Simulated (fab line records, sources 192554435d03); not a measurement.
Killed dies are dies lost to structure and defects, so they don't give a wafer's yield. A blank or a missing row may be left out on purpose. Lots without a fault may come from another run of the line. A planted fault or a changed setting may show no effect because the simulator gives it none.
Chamber matching | flow n5_finfet | N5_HKMG_FIN_ALD_71 on ald_metal-02: 4 sister chambers
The step deposits TiN, target thk 1 nm, pulse time 1 s, purge time 3 s. 4 wafers are shown with their chamber, then 9 later ones without.

WAFERS WITH THEIR CHAMBER
wafer  | chamber | heater_power_w (W)
L087.6 | 0       | 914
L088.5 | 1       | 1210
L091.5 | 2       | 859
L091.6 | 3       | 897

WAFERS WITHOUT THEIR CHAMBER
wafer  | heater_power_w (W)
L092.2 | 922
L092.5 | 930
L092.6 | 1171
L093.1 | 896
L093.4 | 1172
L093.5 | 919
L095.2 | 941
L095.3 | 907
L095.5 | 940

WHICH CHAMBER EACH WENT THROUGH
wafer  | from the rows above          | in truth
L092.2 | can't be placed: 0 or 3      | 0
L092.5 | can't be placed: 0 or 3      | 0
L092.6 | 1                            | 1
L093.1 | can't be placed: 3 or 0 or 2 | 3
L093.4 | 1                            | 1
L093.5 | can't be placed: 0 or 3      | 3
L095.2 | can't be placed: 0 or 3      | 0
L095.3 | can't be placed: 0 or 3 or 2 | 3
L095.5 | can't be placed: 0 or 3      | 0
Placed correctly: 2 of 9. Can't be placed from these rows: 7 (the true chamber is among the candidates in 7). Placed wrongly: 0.
How it was worked out, from the rows above alone: a wafer's distance from a chamber is the root of the sum, over the readings, of the square of ((its reading less the chamber's mean) divided by the reading's scatter). The wafer belongs to the nearest chamber; if the next one is less than 2 further off, it can't be placed. A chamber's mean is the mean of its shown wafers. The scatter: with one shown wafer a chamber, the root of the mean of the squares of how far each hidden wafer lies from its nearest shown one.
